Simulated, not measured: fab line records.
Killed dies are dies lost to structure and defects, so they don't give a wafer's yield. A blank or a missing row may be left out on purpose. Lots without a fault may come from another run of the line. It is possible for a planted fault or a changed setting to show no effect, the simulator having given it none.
Which tool did it?	flow nand-harc	at 1 step of a route of 1302, 7 lots with 21 wafers sampled

WHAT THE GAUGES READ, wafer by wafer
NHARC_A_CONTACT_INSPECT_44.
lot	measured	on	raw-defect-count
L491	day 22 06:39	defect-inspect-02	104 110 107
L495	day 23 13:55	defect-inspect-02	57 63 68
L498	day 25 01:51	defect-inspect-02	25 29 25
L506	day 27 06:01	defect-inspect-01	98 119 105
L509	day 29 14:25	defect-inspect-02	82 69 70
L512	day 30 01:16	defect-inspect-02	133 112 116
L513	day 31 16:36	defect-inspect-02	47 47 52

TOOL THAT RAN EACH LOT (tool first, then ch and the chambers of the sampled wafers, then the start)
The record holds no process step before these readings.

THE ANSWER, worked out from the rows above alone
Rule: the lots themselves supply what counts as usual. Put in order of their means at a reading, lots are off if they are a third of the lots or fewer, leave a main group of 4 or more, and stand apart from it by a gap of 3 or more times the standard deviation of the main group's means; of several such gaps the widest counts. A main group is skipped when, at the precision printed for the reading in the tables above, its means are all equal. A lot without any number at a reading at which 4 lots or more have one is off too. Where the step has rows for the other lots, those lots are counted as sound.
Across all readings shown, no lot is off: no conclusion can be drawn from this.

WHAT HAD BEEN PUT IN BY THE SIMULATOR
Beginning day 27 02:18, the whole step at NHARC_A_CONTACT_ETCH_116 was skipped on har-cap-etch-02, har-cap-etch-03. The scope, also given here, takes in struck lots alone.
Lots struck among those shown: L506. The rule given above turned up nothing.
